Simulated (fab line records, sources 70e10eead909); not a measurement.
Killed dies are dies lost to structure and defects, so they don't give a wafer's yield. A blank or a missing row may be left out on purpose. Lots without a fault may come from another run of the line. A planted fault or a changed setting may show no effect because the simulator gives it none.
Chamber matching | flow nand_harc | NHARC_A_STAIRCASE_DEP_151 on pecvd-02: 3 sister chambers
The step deposits SiO2, target thk 7200 nm. 6 wafers are shown with their chamber, then 7 later ones without.

WAFERS WITH THEIR CHAMBER
wafer  | chamber | heater_power_w (W) | susceptor_temp_C (C)
L088.6 | 0       | 533                | 400.16
L090.1 | 1       | 647                | 399.81
L090.2 | 2       | 505                | 400.20
L090.3 | 0       | 672                | 399.79
L092.1 | 2       | 488                | 400.10
L092.2 | 1       | 694                | 399.59

WAFERS WITHOUT THEIR CHAMBER
wafer  | heater_power_w (W) | susceptor_temp_C (C)
L092.5 | 442                | 400.38
L093.1 | 684                | 399.93
L093.2 | 667                | 399.77
L093.5 | 442                | 399.65
L094.1 | 682                | 400.26
L094.3 | 555                | 399.82
L094.5 | 463                | 400.18

WHICH CHAMBER EACH WENT THROUGH
wafer  | from the rows above          | in truth
L092.5 | can't be placed: 2 or 0      | 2
L093.1 | can't be placed: 1 or 0      | 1
L093.2 | can't be placed: 1 or 0      | 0
L093.5 | can't be placed: 2 or 0 or 1 | 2
L094.1 | can't be placed: 0 or 1 or 2 | 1
L094.3 | can't be placed: 0 or 1 or 2 | 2
L094.5 | can't be placed: 2 or 0      | 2
Placed correctly: 0 of 7. Can't be placed from these rows: 7 (the true chamber is among the candidates in 7). Placed wrongly: 0.
How it was worked out, from the rows above alone: a wafer's distance from a chamber is the root of the sum, over the readings, of the square of ((its reading less the chamber's mean) divided by the reading's scatter). The wafer belongs to the nearest chamber; if the next one is less than 2 further off, it can't be placed. A chamber's mean is the mean of its shown wafers. The scatter: the root of (the sum of the squares of (reading less its chamber's mean) over the shown wafers, divided by (wafers less chambers)).
